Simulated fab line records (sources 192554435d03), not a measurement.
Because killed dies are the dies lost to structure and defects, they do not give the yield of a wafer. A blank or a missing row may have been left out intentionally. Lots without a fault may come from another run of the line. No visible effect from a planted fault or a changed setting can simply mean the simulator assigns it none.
Matching of chambers / flow n5_finfet / 4 sister chambers for N5_SD_EPI_N_ETCH_16 on rie_diel-01
The step etches SiO2 in CHF3/O2, target depth 5 nm. 16 wafers are shown with their chamber, then 8 later ones without.

## WAFERS WITH THEIR CHAMBER
wafer=L074.2; chamber=2; showerhead_plenum_p_Torr (Torr)=2.48; rf_vpp_V (V)=524; drypump_motor_current_A (A)=6.2
wafer=L074.4; chamber=1; showerhead_plenum_p_Torr (Torr)=2.34; rf_vpp_V (V)=527; drypump_motor_current_A (A)=6.0
wafer=L074.5; chamber=1; showerhead_plenum_p_Torr (Torr)=2.34; rf_vpp_V (V)=525; drypump_motor_current_A (A)=5.9
wafer=L083.1; chamber=1; showerhead_plenum_p_Torr (Torr)=2.33; rf_vpp_V (V)=526; drypump_motor_current_A (A)=5.9
wafer=L083.2; chamber=2; showerhead_plenum_p_Torr (Torr)=2.47; rf_vpp_V (V)=524; drypump_motor_current_A (A)=6.2
wafer=L083.3; chamber=0; showerhead_plenum_p_Torr (Torr)=2.51; rf_vpp_V (V)=529; drypump_motor_current_A (A)=6.4
wafer=L088.2; chamber=3; showerhead_plenum_p_Torr (Torr)=2.39; rf_vpp_V (V)=539; drypump_motor_current_A (A)=6.2
wafer=L088.3; chamber=1; showerhead_plenum_p_Torr (Torr)=2.32; rf_vpp_V (V)=524; drypump_motor_current_A (A)=6.0
wafer=L088.6; chamber=0; showerhead_plenum_p_Torr (Torr)=2.50; rf_vpp_V (V)=531; drypump_motor_current_A (A)=6.4
wafer=L089.3; chamber=2; showerhead_plenum_p_Torr (Torr)=2.47; rf_vpp_V (V)=524; drypump_motor_current_A (A)=6.2
wafer=L089.4; chamber=3; showerhead_plenum_p_Torr (Torr)=2.39; rf_vpp_V (V)=539; drypump_motor_current_A (A)=6.1
wafer=L089.6; chamber=0; showerhead_plenum_p_Torr (Torr)=2.50; rf_vpp_V (V)=529; drypump_motor_current_A (A)=6.4
wafer=L090.1; chamber=3; showerhead_plenum_p_Torr (Torr)=2.39; rf_vpp_V (V)=539; drypump_motor_current_A (A)=6.1
wafer=L090.4; chamber=1; showerhead_plenum_p_Torr (Torr)=2.32; rf_vpp_V (V)=524; drypump_motor_current_A (A)=5.9
wafer=L090.6; chamber=1; showerhead_plenum_p_Torr (Torr)=2.32; rf_vpp_V (V)=525; drypump_motor_current_A (A)=5.9
wafer=L091.1; chamber=1; showerhead_plenum_p_Torr (Torr)=2.32; rf_vpp_V (V)=525; drypump_motor_current_A (A)=5.9

SIGNATURES (averages over the wafers above)
reading=showerhead_plenum_p_Torr; chamber 0=2.5033; chamber 1=2.3271; chamber 2=2.4733; chamber 3=2.3900; scatter within a chamber=0.00751
reading=rf_vpp_V; chamber 0=529.67; chamber 1=525.14; chamber 2=524.00; chamber 3=539.00; scatter within a chamber=0.891
reading=drypump_motor_current_A; chamber 0=6.400; chamber 1=5.929; chamber 2=6.200; chamber 3=6.133; scatter within a chamber=0.0418
Rule: distance of a wafer from a chamber = root of the sum over the readings of ((wafer's reading minus chamber's mean) / reading's scatter) squared. If the next closest chamber is less than 2 further off than the closest, the wafer can't be placed; otherwise it belongs to the closest. The scatter is the square root of a quotient: the sum, over the shown wafers, of each reading's squared deviation from its chamber's mean, divided by wafers minus chambers.

## WAFERS WITHOUT THEIR CHAMBER
wafer=L091.3; showerhead_plenum_p_Torr (Torr)=2.50; rf_vpp_V (V)=530; drypump_motor_current_A (A)=6.4
wafer=L091.4; showerhead_plenum_p_Torr (Torr)=2.38; rf_vpp_V (V)=539; drypump_motor_current_A (A)=6.1
wafer=L095.1; showerhead_plenum_p_Torr (Torr)=2.50; rf_vpp_V (V)=532; drypump_motor_current_A (A)=6.5
wafer=L095.3; showerhead_plenum_p_Torr (Torr)=2.46; rf_vpp_V (V)=526; drypump_motor_current_A (A)=6.3
wafer=L095.4; showerhead_plenum_p_Torr (Torr)=2.32; rf_vpp_V (V)=525; drypump_motor_current_A (A)=6.0
wafer=L096.4; showerhead_plenum_p_Torr (Torr)=2.46; rf_vpp_V (V)=524; drypump_motor_current_A (A)=6.3
wafer=L096.5; showerhead_plenum_p_Torr (Torr)=2.50; rf_vpp_V (V)=529; drypump_motor_current_A (A)=6.4
wafer=L096.6; showerhead_plenum_p_Torr (Torr)=2.32; rf_vpp_V (V)=525; drypump_motor_current_A (A)=6.0

## CHAMBER TAKEN BY EACH
wafer=L091.3; from the rows above=0; in truth=0
wafer=L091.4; from the rows above=3; in truth=3
wafer=L095.1; from the rows above=0; in truth=0
wafer=L095.3; from the rows above=2; in truth=2
wafer=L095.4; from the rows above=1; in truth=1
wafer=L096.4; from the rows above=2; in truth=2
wafer=L096.5; from the rows above=0; in truth=0
wafer=L096.6; from the rows above=1; in truth=1
Placed correctly: 8 of 8. From these rows, 0 cannot be placed. 0 placed wrongly.
